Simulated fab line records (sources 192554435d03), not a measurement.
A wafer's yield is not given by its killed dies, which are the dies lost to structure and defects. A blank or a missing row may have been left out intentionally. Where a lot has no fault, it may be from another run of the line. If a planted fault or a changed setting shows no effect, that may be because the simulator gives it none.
Matching of chambers	flow n5_finfet	N5_BEOL_M1_ILD_DEP_00 on pecvd-02: 3 sister chambers
The step deposits SiOC from DEMS/O2, target thk 79 nm, time 15.3 s. 3 wafers are shown with their chamber, then 8 later ones without.

WAFERS, EACH WITH ITS CHAMBER
wafer	chamber	heater_power_w (W)
L084.3	0	581
L085.6	1	355
L087.3	2	474

WAFERS WITH NO CHAMBER GIVEN
wafer	heater_power_w (W)
L087.5	399
L087.6	474
L095.2	359
L095.3	531
L095.5	364
L097.1	359
L097.2	520
L097.3	587

WHICH CHAMBER EACH WENT THROUGH
wafer	from the rows above	in truth
L087.5	can't be placed: 1 or 2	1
L087.6	2	2
L095.2	1	1
L095.3	can't be placed: 0 or 2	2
L095.5	1	1
L097.1	1	1
L097.2	can't be placed: 2 or 0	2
L097.3	0	0
Placed correctly: 5 of 8. From these rows, 3 cannot be placed; in 3 the true chamber is one of the candidates. Wrongly placed: 0.
How it was worked out, from the rows above alone: a wafer's distance from a chamber is the root of the sum, over the readings, of the square of ((its reading less the chamber's mean) divided by the reading's scatter). The wafer belongs to the nearest chamber; if the next one is less than 2 further off, it can't be placed. For every chamber, the mean is computed from those of its wafers that are shown. The scatter: root of mean squared gap, hidden wafer to nearest shown wafer, with one shown wafer a chamber.
